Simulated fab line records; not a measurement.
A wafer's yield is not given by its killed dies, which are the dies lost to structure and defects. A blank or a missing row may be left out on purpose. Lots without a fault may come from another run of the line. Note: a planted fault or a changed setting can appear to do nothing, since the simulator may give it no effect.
Lot-split experiment | flow n5Finfet | 21 wafers read from 7 lots, route of 1938 steps

## ON THE SPLIT
At N5_BEOL_M4_ETCH_64 (etches SOC in N2/H2, target depth 75 nm, overetch 22.5 nm, time 121.9 s), the setting biasW was moved away from the recipe's 150 W on 7 of the 21 wafers read, by -15.6% to +15.6%. This setting was run at the recipe's value on the other wafers.

The reading is taken at the split's own step.

## THE READING
rfVppV, in V, at N5_BEOL_M4_ETCH_64 (etches SOC in N2/H2, target depth 75 nm, overetch 22.5 nm, time 121.9 s). Typical for fault-free wafers on this fab line: 523.5 V, with standard deviation 1.8 V.

wafer  | tool, chamber at the split | biasW as run, W | against the recipe | rfVppV, V | against lot-mates on the recipe
L077.1 | rieDiel-06, 3              | 150             | recipe             | 522.6     | -
L077.2 | rieDiel-06, 0              | 150             | recipe             | 525.3     | -
L077.4 | rieDiel-06, 2              | 128.6           | -14.3%             | 476.1     | -47.9
L078.2 | rieDiel-06, 2              | 165             | +10.0%             | 558.5     | +38.5
L078.4 | rieDiel-06, 1              | 165             | +10.0%             | 553.2     | +33.2
L078.5 | rieDiel-06, 1              | 150             | recipe             | 520.0     | -
L080.1 | rieDiel-06, 0              | 150             | recipe             | 525.6     | -
L080.2 | rieDiel-06, 2              | 150             | recipe             | 524.9     | -
L080.5 | rieDiel-06, 3              | 150             | recipe             | 523.4     | -
L096.3 | rieDiel-06, 3              | 157.8           | +5.2%              | 539.1     | +14.6
L096.4 | rieDiel-06, 1              | 157.8           | +5.2%              | 537.8     | +13.3
L096.6 | rieDiel-06, 0              | 150             | recipe             | 524.5     | -
L090.2 | rieDiel-01, 3              | 150             | recipe             | 524.6     | -
L090.3 | rieDiel-01, 2              | 150             | recipe             | 521.0     | -
L090.5 | rieDiel-01, 1              | 126.6           | -15.6%             | 470.2     | -52.6
L092.3 | rieDiel-05, 3              | 150             | recipe             | 522.4     | -
L092.4 | rieDiel-05, 2              | 150             | recipe             | 525.5     | -
L092.6 | rieDiel-05, 3              | 150             | recipe             | 522.8     | -
L097.1 | rieDiel-01, 0              | 150             | recipe             | 524.9     | -
L097.2 | rieDiel-01, 3              | 150             | recipe             | 523.5     | -
L097.5 | rieDiel-01, 3              | 173.4           | +15.6%             | 575.2     | +51.0

FIT RESULTS
A straight line over all 21 wafers: rfVppV changes by +3.31 V for each +1% of biasW; r = +1.00; the points scatter about the line by 1.9 V.
The same after taking each lot's own level away (the mean of its wafers on the recipe; 21 wafers): +3.35 V for each +1%; r = +1.00; scatter 1.9 V.
According to that fit, moving biasW by its largest amount changes the reading by 52 V.
The lots' own levels span 520.00 to 524.63 V, that is 2.6 times the standard deviation above.
Hence the lot-to-lot level has little effect on the slope; both slopes agree.
Check: for one of the wafers moved furthest among these (+15.6%), held out of the fit, the line's prediction against its lot-mates is +52.5 V. It came out at +51 V against them.
Tool readings at the split's step, against how far the setting was moved: rfVppV r = +1.00.

## OTHER SPLITS APPLIED TO THESE WAFERS
These wafers also went through other splits before the reading. Each is held against what the fit with the lots' levels taken away leaves over:
other split on the same wafers  | wafers away from the commonest value | r with rfVppV (lot level and that fit taken away)
N5_BEOL_M1_PECVD_72 timeS       | 7                                    | -0.33
N5_BEOL_M1_HM_DEP_02 targetThkA | 7                                    | +0.29
N5_BEOL_M2_DESCUM_16 timeS      | 6                                    | -0.08
N5_BEOL_M2_COAT_68 spinRpm      | 7                                    | +0.03
N5_BEOL_M3_COAT_76 spinRpm      | 6                                    | +0.05

## THE WHOLE CHAIN: every reading that the file lists as answering this split, in the file's order
step               | what it does                                                            | reading                                                                         | change (the file's fit)                | r (the file's)
N5_BEOL_M4_ETCH_64 | etches SOC in N2/H2, target depth 75 nm, overetch 22.5 nm, time 121.9 s | rfVppV                                                                          | +3.34 V for each +1% of the setting    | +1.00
N5_BEOL_M4_ETCH_64 | etches SOC in N2/H2, target depth 75 nm, overetch 22.5 nm, time 121.9 s | SiARC_of_BEOL_M4_COAT_62.thkNm (the simulator's own value, which no gauge read) | -0.0606 nm for each +1% of the setting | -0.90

## THE FILE'S OWN FIT
rfVppV changes by +3.34 V for each +1% of biasW, r = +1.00.
